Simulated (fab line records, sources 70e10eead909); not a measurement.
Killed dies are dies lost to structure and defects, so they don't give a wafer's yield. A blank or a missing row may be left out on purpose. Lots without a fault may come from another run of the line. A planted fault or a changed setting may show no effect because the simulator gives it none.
Which tool did it? | flow nand_harc | 24 lots, 72 wafers sampled, at 6 steps of a route of 1159

WHAT THE GAUGES READ, wafer by wafer
The record holds no reading of a measuring or inspecting step that can be judged against a usual standard deviation.

WHICH TOOL RAN EACH LOT (tool, then ch and the chambers of the sampled wafers, then the start)
lot  | NHARC_A_STAIRCASE_STRIP_254          | NHARC_A_STAIRCASE_ETCH_313         | NHARC_A_STAIRCASE_ETCHBACK_416                | NHARC_A_STAIRCASE_DEP_151       | NHARC_A_STAIRCASE_DESCUM_443       | NHARC_A_SLIT_DEP_25
L074 | plasma_asher-01 ch 0, day 11 08:37   | rie_diel-08 ch 0,2,3, day 11 19:32 | rie_diel-08 ch 1,2, day 12 11:47 or earlier   | pecvd-01 ch 0,2, day 12 11:47   | rie_diel-13 ch 2,3, day 13 11:24   | pecvd-02 ch 0,2, day 14 02:53
L075 | plasma_asher-01 ch 1, day 12 03:01   | rie_diel-09 ch 0,3, day 12 13:33   | rie_diel-09 ch 0,1,2, day 13 07:45 or earlier | pecvd-01 ch 0,1, day 13 07:45   | rie_diel-09 ch 0,1,3, day 14 15:52 | pecvd-04 ch 0,2, day 15 04:41
L078 | plasma_asher-01 ch 0,1, day 12 08:03 | rie_diel-09 ch 1,2, day 12 17:25   | rie_diel-08 ch 1,2, day 13 09:44 or earlier   | pecvd-04 ch 0,1,2, day 13 09:44 | rie_diel-13 ch 0,2, day 14 15:55   | pecvd-04 ch 1,2, day 15 04:50
L076 | plasma_asher-01 ch 0,1, day 12 08:25 | rie_diel-08 ch 1,2,3, day 12 18:34 | rie_diel-09 ch 0,1,2, day 13 09:58 or earlier | pecvd-01 ch 0,2, day 13 09:58   | rie_diel-13 ch 1,3, day 14 15:52   | pecvd-03 ch 0,2, day 15 04:45
L077 | plasma_asher-02 ch 0,1, day 12 08:56 | rie_diel-09 ch 0,1, day 12 21:25   | rie_diel-08 ch 0,1, day 13 13:50 or earlier   | pecvd-01 ch 0,1,2, day 13 13:50 | rie_diel-09 ch 1,2, day 14 15:55   | pecvd-03 ch 0,2, day 15 05:06
L081 | plasma_asher-02 ch 0,1, day 12 18:37 | rie_diel-08 ch 0,2,3, day 13 05:26 | rie_diel-08 ch 1,2, day 13 21:35 or earlier   | pecvd-03 ch 0,1,2, day 13 21:35 | rie_diel-09 ch 1,2,3, day 14 21:49 | pecvd-04 ch 0,1,2, day 15 10:32
L080 | plasma_asher-02 ch 0,1, day 12 19:40 | rie_diel-13 ch 0,1,3, day 13 10:01 | rie_diel-08 ch 1,2, day 14 02:07 or earlier   | pecvd-04 ch 1,2, day 14 02:07   | rie_diel-13 ch 0,3, day 15 04:04   | pecvd-03 ch 0,1,2, day 15 20:11
L079 | plasma_asher-01 ch 0,1, day 13 02:28 | rie_diel-13 ch 0,2,3, day 13 18:46 | rie_diel-13 ch 0,1,3, day 14 11:07 or earlier | pecvd-03 ch 0,1,2, day 14 11:07 | rie_diel-08 ch 1,2, day 15 11:41   | pecvd-02 ch 1,2, day 16 00:14
L082 | plasma_asher-02 ch 0,1, day 13 02:45 | rie_diel-13 ch 0,2,3, day 13 20:16 | rie_diel-13 ch 1,2, day 14 11:01 or earlier   | pecvd-01 ch 0,1,2, day 14 11:01 | rie_diel-09 ch 1,3, day 15 11:31   | pecvd-04 ch 0,1, day 16 00:08
L083 | plasma_asher-01 ch 0, day 13 14:22   | rie_diel-09 ch 0,1, day 14 03:17   | rie_diel-08 ch 0,1,2, day 14 19:31 or earlier | pecvd-03 ch 0,1, day 14 19:31   | rie_diel-09 ch 0,2,3, day 15 21:49 | pecvd-02 ch 0,2, day 16 09:59
L086 | plasma_asher-01 ch 0,1, day 14 07:38 | rie_diel-08 ch 0,1, day 14 16:50   | rie_diel-09 ch 0,2, day 15 09:55 or earlier   | pecvd-04 ch 0,1,2, day 15 09:55 | rie_diel-09 ch 0,2,3, day 16 10:56 | pecvd-03 ch 0,1,2, day 16 23:17
L084 | plasma_asher-01 ch 0,1, day 14 07:55 | rie_diel-08 ch 1,2,3, day 14 17:30 | rie_diel-13 ch 0,1,2, day 15 10:00 or earlier | pecvd-03 ch 0,1, day 15 10:00   | rie_diel-13 ch 0,2,3, day 16 10:47 | pecvd-02 ch 0,1,2, day 16 23:09
L087 | plasma_asher-01 ch 0,1, day 14 13:36 | rie_diel-13 ch 1,2,3, day 14 23:53 | rie_diel-08 ch 0,1,3, day 15 16:39 or earlier | pecvd-04 ch 0,1,2, day 15 16:39 | rie_diel-09 ch 1,2,3, day 16 18:13 | pecvd-04 ch 0,1,2, day 17 08:14
L085 | plasma_asher-02 ch 1, day 14 22:03   | rie_diel-08 ch 1,3, day 15 07:00   | rie_diel-13 ch 0,1,2, day 15 23:27 or earlier | pecvd-03 ch 1,2, day 15 23:27   | rie_diel-13 ch 1,2,3, day 17 01:41 | pecvd-02 ch 0,2, day 17 14:06
L089 | plasma_asher-02 ch 0,1, day 14 23:29 | rie_diel-13 ch 0,1, day 15 11:43   | rie_diel-09 ch 0,3, day 16 04:13 or earlier   | pecvd-03 ch 0,2, day 16 04:13   | rie_diel-09 ch 0,1, day 17 06:32   | pecvd-04 ch 0,1, day 17 20:21
L088 | plasma_asher-02 ch 0,1, day 15 05:25 | rie_diel-08 ch 0,1,3, day 15 18:30 | rie_diel-08 ch 0,2, day 16 13:03 or earlier   | pecvd-01 ch 0,1,2, day 16 13:03 | rie_diel-09 ch 0,1, day 17 15:06   | pecvd-02 ch 0,1,2, day 18 06:40
L091 | plasma_asher-01 ch 0,1, day 15 05:54 | rie_diel-13 ch 0,1,2, day 15 21:26 | rie_diel-13 ch 0,1,3, day 16 12:57 or earlier | pecvd-03 ch 1,2, day 16 12:57   | rie_diel-13 ch 2,3, day 17 15:04   | pecvd-03 ch 0,1,2, day 18 06:45
L090 | plasma_asher-02 ch 0,1, day 15 07:37 | rie_diel-08 ch 0,2,3, day 15 23:23 | rie_diel-09 ch 0,1,2, day 16 17:01 or earlier | pecvd-01 ch 0,1,2, day 16 17:01 | rie_diel-08 ch 1,2,3, day 17 15:12 | pecvd-04 ch 0,1,2, day 18 06:46
L093 | plasma_asher-01 ch 0, day 15 15:13   | rie_diel-08 ch 0,1,2, day 16 02:31 | rie_diel-09 ch 0,2, day 16 17:12 or earlier   | pecvd-03 ch 0,2, day 16 17:12   | rie_diel-13 ch 0,1,3, day 17 15:11 | pecvd-02 ch 1,2, day 18 06:54
L092 | plasma_asher-01 ch 0,1, day 15 16:11 | rie_diel-13 ch 1,2,3, day 16 05:02 | rie_diel-09 ch 0,1,3, day 16 17:35 or earlier | pecvd-01 ch 1,2, day 16 17:35   | rie_diel-09 ch 0,1,3, day 17 17:05 | pecvd-03 ch 0,1,2, day 18 06:54
L094 | plasma_asher-01 ch 0,1, day 15 22:16 | rie_diel-09 ch 1,2, day 16 09:20   | rie_diel-13 ch 0,1,2, day 17 02:52 or earlier | pecvd-03 ch 0,1,2, day 17 02:52 | rie_diel-08 ch 0,2,3, day 18 03:04 | pecvd-03 ch 0,2, day 18 15:19
L096 | plasma_asher-02 ch 0,1, day 16 13:08 | rie_diel-08 ch 0,2, day 16 21:52   | rie_diel-08 ch 0,1, day 17 14:36 or earlier   | pecvd-03 ch 1,2, day 17 14:36   | rie_diel-08 ch 0,1,2, day 18 15:26 | pecvd-03 ch 0,1,2, day 19 04:12
L095 | plasma_asher-02 ch 1, day 16 15:22   | rie_diel-08 ch 2,3, day 17 00:25   | rie_diel-08 ch 1,3, day 17 14:35 or earlier   | pecvd-01 ch 0,1,2, day 17 14:35 | rie_diel-09 ch 0,1,2, day 18 15:28 | pecvd-02 ch 1,2, day 19 04:11
L097 | plasma_asher-02 ch 0,1, day 17 10:43 | rie_diel-08 ch 1,2,3, day 17 20:55 | rie_diel-13 ch 0,1,3, day 18 10:56 or earlier | pecvd-04 ch 0,1,2, day 18 10:56 | rie_diel-08 ch 0,1,3, day 19 16:13 | pecvd-02 ch 0,1,2, day 20 05:38
- NHARC_A_STAIRCASE_STRIP_254: strips in O2.
- NHARC_A_STAIRCASE_ETCH_313: etches the open film in CF4/CHF3.
- NHARC_A_STAIRCASE_ETCHBACK_416: etches the open film in C4F8/O2/Ar, target depth 36 nm, time 7.2 s.
- NHARC_A_STAIRCASE_DEP_151: deposits SiO2, target thk 3800 nm.
- NHARC_A_STAIRCASE_DESCUM_443: chemistry O2, time 3 s.
- NHARC_A_SLIT_DEP_25: deposits SiO2, target thk 200 nm.

WHAT THE TOOLS THEMSELVES READ (means of the sampled wafers that have a number; where no wafer has one, the mark that the record gives instead)
NHARC_A_STAIRCASE_STRIP_254. Usual: drypump_motor_current_A 5.89 A, standard deviation 0.25; heater_power_w 299 W, standard deviation 10.
lot  | tool            | drypump_motor_current_A (A) | heater_power_w (W) | flag
L074 | plasma_asher-01 | 5.96                        | 302                |
L075 | plasma_asher-01 | 5.55                        | 296                |
L078 | plasma_asher-01 | 5.82                        | 303                |
L076 | plasma_asher-01 | 5.81                        | 305                |
L077 | plasma_asher-02 | 6.01                        | 294                |
L081 | plasma_asher-02 | 6.12                        | 288                |
L080 | plasma_asher-02 | 5.98                        | 289                |
L079 | plasma_asher-01 | 5.82                        | 304                |
L082 | plasma_asher-02 | 6.12                        | 288                |
L083 | plasma_asher-01 | 5.98                        | 305                |
L086 | plasma_asher-01 | 5.68                        | 304                |
L084 | plasma_asher-01 | 5.67                        | 304                |
L087 | plasma_asher-01 | 5.67                        | 303                |
L085 | plasma_asher-02 | 6.24                        | 275                |
L089 | plasma_asher-02 | 5.99                        | 294                |
L088 | plasma_asher-02 | 5.99                        | 291                |
L091 | plasma_asher-01 | 5.82                        | 306                |
L090 | plasma_asher-02 | 6.12                        | 286                |
L093 | plasma_asher-01 | 5.96                        | 307                |
L092 | plasma_asher-01 | 5.83                        | 304                |
L094 | plasma_asher-01 | 5.68                        | 301                |
L096 | plasma_asher-02 | 6.13                        | 302                |
L095 | plasma_asher-02 | 6.23                        | 292                |
L097 | plasma_asher-02 | 6.14                        | 300                |

NHARC_A_STAIRCASE_ETCH_313. Usual: bias_w 199.9 W, standard deviation 0.53; drypump_motor_current_A 6.0 A, standard deviation 0.43; mfc_ar_sccm 0.011 sccm, standard deviation 0.013; oes_product_au 0.929 a.u., standard deviation 0.019; rf_vpp_V 370.1 V, standard deviation 1.9; showerhead_plenum_p_Torr 1.56 Torr, standard deviation 0.053; throttle_valve_pct 16.802 %, standard deviation 0.0085.
lot  | tool        | bias_w (W) | drypump_motor_current_A (A) | mfc_ar_sccm (sccm) | oes_product_au (a.u.) | rf_vpp_V (V) | showerhead_plenum_p_Torr (Torr) | throttle_valve_pct (%) | flag
L074 | rie_diel-08 | 199.7      | 6.1                         | 0.020              | 0.920                 | 370.3        | 1.56                            | 16.800                 |
L075 | rie_diel-09 | 199.4      | 5.6                         | 0.003              | 0.917                 | 368.0        | 1.52                            | 16.804                 |
L078 | rie_diel-09 | 199.8      | 6.3                         | 0.000              | 0.923                 | 371.8        | 1.58                            | 16.800                 |
L076 | rie_diel-08 | 199.9      | 6.3                         | 0.013              | 0.916                 | 369.2        | 1.53                            | 16.800                 |
L077 | rie_diel-09 | 199.7      | 6.4                         | 0.000              | 0.964                 | 369.6        | 1.53                            | 16.808                 |
L081 | rie_diel-08 | 199.3      | 6.1                         | 0.020              | 0.920                 | 370.2        | 1.55                            | 16.798                 |
L080 | rie_diel-13 | 199.6      | 5.7                         | 0.017              | 0.975                 | 372.2        | 1.62                            | 16.788                 |
L079 | rie_diel-13 | 200.0      | 5.9                         | 0.013              | 0.978                 | 370.7        | 1.56                            | 16.803                 |
L082 | rie_diel-13 | 200.1      | 5.9                         | 0.013              | 0.939                 | 370.8        | 1.56                            | 16.801                 |
L083 | rie_diel-09 | 200.5      | 6.4                         | 0.000              | 0.902                 | 368.7        | 1.53                            | 16.807                 |
L086 | rie_diel-08 | 199.6      | 5.9                         | 0.013              | 0.918                 | 369.7        | 1.53                            | 16.798                 |
L084 | rie_diel-08 | 200.1      | 6.4                         | 0.013              | 0.917                 | 369.3        | 1.53                            | 16.804                 |
L087 | rie_diel-13 | 200.6      | 5.8                         | 0.017              | 0.929                 | 370.5        | 1.58                            | 16.806                 |
L085 | rie_diel-08 | 199.2      | 6.4                         | 0.006              | 0.920                 | 369.6        | 1.52                            | 16.802                 |
L089 | rie_diel-13 | 199.9      | 5.8                         | 0.004              | 0.928                 | 373.1        | 1.63                            | 16.804                 |
L088 | rie_diel-08 | 200.1      | 6.2                         | 0.010              | 0.923                 | 369.3        | 1.53                            | 16.806                 |
L091 | rie_diel-13 | 199.4      | 6.0                         | 0.004              | 0.927                 | 370.5        | 1.59                            | 16.801                 |
L090 | rie_diel-08 | 199.8      | 6.1                         | 0.020              | 0.918                 | 369.6        | 1.55                            | 16.801                 |
L093 | rie_diel-08 | 199.8      | 6.1                         | 0.017              | 0.921                 | 369.3        | 1.53                            | 16.797                 |
L092 | rie_diel-13 | 199.7      | 5.8                         | 0.017              | 0.932                 | 370.9        | 1.58                            | 16.806                 |
L094 | rie_diel-09 | 200.0      | 5.8                         | 0.000              | 0.928                 | 371.7        | 1.60                            | 16.806                 |
L096 | rie_diel-08 | 200.3      | 5.9                         | 0.024              | 0.923                 | 369.1        | 1.55                            | 16.810                 |
L095 | rie_diel-08 | 199.8      | 6.3                         | 0.024              | 0.923                 | 369.2        | 1.55                            | 16.811                 |
L097 | rie_diel-08 | 200.0      | 6.3                         | 0.013              | 0.947                 | 368.7        | 1.52                            | 16.798                 |

NHARC_A_STAIRCASE_ETCHBACK_416. Usual: bias_w 800.3 W, standard deviation 2.3; oes_product_au 0.931 a.u., standard deviation 0.026; rf_vpp_V 722 V, standard deviation 3.6.
lot  | tool        | bias_w (W) | oes_product_au (a.u.) | rf_vpp_V (V) | flag
L074 | rie_diel-08 | 801.5      | 0.912                 | 721          |
L075 | rie_diel-09 | 801.4      | 0.918                 | 722          |
L078 | rie_diel-08 | 801.2      | 0.920                 | 721          |
L076 | rie_diel-09 | 802.3      | 0.997                 | 722          |
L077 | rie_diel-08 | 799.5      | 0.923                 | 719          |
L081 | rie_diel-08 | 800.3      | 0.918                 | 721          |
L080 | rie_diel-08 | 798.9      | 0.917                 | 721          |
L079 | rie_diel-13 | 799.7      | 0.929                 | 725          |
L082 | rie_diel-13 | 800.4      | 0.932                 | 726          |
L083 | rie_diel-08 | 800.5      | 0.998                 | 721          |
L086 | rie_diel-09 | 800.4      | 0.994                 | 720          |
L084 | rie_diel-13 | 801.0      | 0.923                 | 724          |
L087 | rie_diel-08 | 796.2      | 0.918                 | 720          |
L085 | rie_diel-13 | 797.9      | 0.922                 | 724          |
L089 | rie_diel-09 | 800.3      | 0.915                 | 719          |
L088 | rie_diel-08 | 800.9      | 0.916                 | 721          |
L091 | rie_diel-13 | 801.2      | 0.927                 | 726          |
L090 | rie_diel-09 | 802.0      | 0.924                 | 721          |
L093 | rie_diel-09 | 799.0      | 0.912                 | 719          |
L092 | rie_diel-09 | 801.1      | 0.914                 | 722          |
L094 | rie_diel-13 | 799.4      | 0.926                 | 724          |
L096 | rie_diel-08 | 800.5      | 0.919                 | 721          |
L095 | rie_diel-08 | 801.1      | 0.926                 | 719          |
L097 | rie_diel-13 | 801.7      | 0.931                 | 725          |

NHARC_A_STAIRCASE_DEP_151. Usual: heater_power_w 598 W, standard deviation 77.
lot  | tool     | heater_power_w (W) | flag
L074 | pecvd-01 | 572                |
L075 | pecvd-01 | 669                |
L078 | pecvd-04 | 609                |
L076 | pecvd-01 | 574                |
L077 | pecvd-01 | 578                |
L081 | pecvd-03 | 604                |
L080 | pecvd-04 | 656                |
L079 | pecvd-03 | 549                |
L082 | pecvd-01 | 647                |
L083 | pecvd-03 | 578                |
L086 | pecvd-04 | 592                |
L084 | pecvd-03 | 556                |
L087 | pecvd-04 | 553                |
L085 | pecvd-03 | 590                |
L089 | pecvd-03 | 566                |
L088 | pecvd-01 | 613                |
L091 | pecvd-03 | 546                |
L090 | pecvd-01 | 685                |
L093 | pecvd-03 | 567                |
L092 | pecvd-01 | 613                |
L094 | pecvd-03 | 594                |
L096 | pecvd-03 | 634                |
L095 | pecvd-01 | 603                |
L097 | pecvd-04 | 624                |

NHARC_A_STAIRCASE_DESCUM_443. Usual: drypump_motor_current_A 5.9 A, standard deviation 0.5; mfc_ar_sccm 0.009 sccm, standard deviation 0.013; oes_product_au 0.997 a.u., standard deviation 0.011; rf_vpp_V 57.6 V, standard deviation 0.84; showerhead_plenum_p_Torr 1.90 Torr, standard deviation 0.075; throttle_valve_pct 11.310 %, standard deviation 0.0093.
lot  | tool        | drypump_motor_current_A (A) | mfc_ar_sccm (sccm) | oes_product_au (a.u.) | rf_vpp_V (V) | showerhead_plenum_p_Torr (Torr) | throttle_valve_pct (%) | flag
L074 | rie_diel-13 | 6.0                         | 0.013              | 1.006                 | 58.2         | 1.85                            | 11.315                 |
L075 | rie_diel-09 | 6.0                         | 0.003              | 0.992                 | 57.0         | 1.88                            | 11.314                 |
L078 | rie_diel-13 | 6.2                         | 0.000              | 0.995                 | 57.2         | 1.87                            | 11.299                 |
L076 | rie_diel-13 | 5.6                         | 0.020              | 1.002                 | 57.9         | 2.00                            | 11.302                 |
L077 | rie_diel-09 | 6.3                         | 0.000              | 0.995                 | 57.6         | 1.93                            | 11.311                 |
L081 | rie_diel-09 | 5.8                         | 0.003              | 0.999                 | 58.0         | 1.95                            | 11.303                 |
L080 | rie_diel-13 | 5.6                         | 0.026              | 0.997                 | 57.8         | 1.91                            | 11.308                 |
L079 | rie_diel-08 | 6.3                         | 0.021              | 0.991                 | 57.8         | 1.86                            | 11.315                 |
L082 | rie_diel-09 | 5.8                         | 0.005              | 0.993                 | 58.6         | 1.94                            | 11.314                 |
L083 | rie_diel-09 | 5.5                         | 0.003              | 0.998                 | 58.3         | 1.90                            | 11.296                 |
L086 | rie_diel-09 | 5.4                         | 0.003              | 0.996                 | 57.4         | 1.90                            | 11.313                 |
L084 | rie_diel-13 | 5.9                         | 0.013              | 1.009                 | 58.2         | 1.89                            | 11.311                 |
L087 | rie_diel-09 | 5.8                         | 0.003              | 1.001                 | 57.4         | 1.94                            | 11.308                 |
L085 | rie_diel-13 | 5.8                         | 0.017              | 0.995                 | 57.4         | 1.92                            | 11.308                 |
L089 | rie_diel-09 | 6.4                         | 0.000              | 0.990                 | 57.5         | 1.85                            | 11.314                 |
L088 | rie_diel-09 | 6.5                         | 0.000              | 0.986                 | 57.0         | 1.85                            | 11.310                 |
L091 | rie_diel-13 | 6.0                         | 0.013              | 1.007                 | 56.9         | 1.84                            | 11.320                 |
L090 | rie_diel-08 | 6.4                         | 0.013              | 0.996                 | 57.5         | 1.85                            | 11.313                 |
L093 | rie_diel-13 | 5.7                         | 0.017              | 1.004                 | 57.7         | 1.96                            | 11.316                 |
L092 | rie_diel-09 | 5.9                         | 0.003              | 0.992                 | 57.7         | 1.87                            | 11.305                 |
L094 | rie_diel-08 | 6.1                         | 0.020              | 0.995                 | 57.1         | 1.87                            | 11.318                 |
L096 | rie_diel-08 | 6.2                         | 0.017              | 0.997                 | 56.9         | 1.85                            | 11.314                 |
L095 | rie_diel-09 | 5.9                         | 0.000              | 0.994                 | 57.3         | 1.88                            | 11.312                 |
L097 | rie_diel-08 | 6.2                         | 0.010              | 0.993                 | 57.3         | 1.84                            | 11.301                 |

NHARC_A_SLIT_DEP_25. Usual: heater_power_w 528 W, standard deviation 72; throttle_valve_pct 15.9 %, standard deviation 0.52.
lot  | tool     | heater_power_w (W) | throttle_valve_pct (%) | flag
L074 | pecvd-02 | 572                | 15.4                   |
L075 | pecvd-04 | 542                | 16.0                   |
L078 | pecvd-04 | 490                | 15.7                   |
L076 | pecvd-03 | 449                | 15.8                   |
L077 | pecvd-03 | 415                | 16.0                   |
L081 | pecvd-04 | 498                | 15.9                   |
L080 | pecvd-03 | 517                | 15.9                   |
L079 | pecvd-02 | 621                | 15.4                   |
L082 | pecvd-04 | 523                | 15.8                   |
L083 | pecvd-02 | 604                | 15.4                   |
L086 | pecvd-03 | 520                | 15.9                   |
L084 | pecvd-02 | 627                | 16.1                   |
L087 | pecvd-04 | 501                | 16.0                   |
L085 | pecvd-02 | 644                | 15.4                   |
L089 | pecvd-04 | 470                | 16.1                   |
L088 | pecvd-02 | 572                | 15.9                   |
L091 | pecvd-03 | 476                | 15.9                   |
L090 | pecvd-04 | 506                | 16.0                   |
L093 | pecvd-02 | 589                | 16.3                   |
L092 | pecvd-03 | 492                | 16.0                   |
L094 | pecvd-03 | 501                | 16.1                   |
L096 | pecvd-03 | 500                | 16.0                   |
L095 | pecvd-02 | 593                | 16.1                   |
L097 | pecvd-02 | 589                | 16.2                   |

THE ANSWER, worked out from the rows above alone
Rule: a lot is off if the mean of its wafers that have a number lies more than 3 standard deviations from the usual mean. A lot without any number at a reading at which 4 lots or more have one is off too. The other lots that the step has rows for count as sound. The gauges are gone through in route order, then the tools' own readings, and for those a lot's mean is taken as printed above. The first step at which some lot is off is used, and at that step the reading that is off furthest; a lot without a number counts as furthest.
No lot is off at any reading shown: from this, nothing can be told.

WHAT THE SIMULATOR HAD PUT IN
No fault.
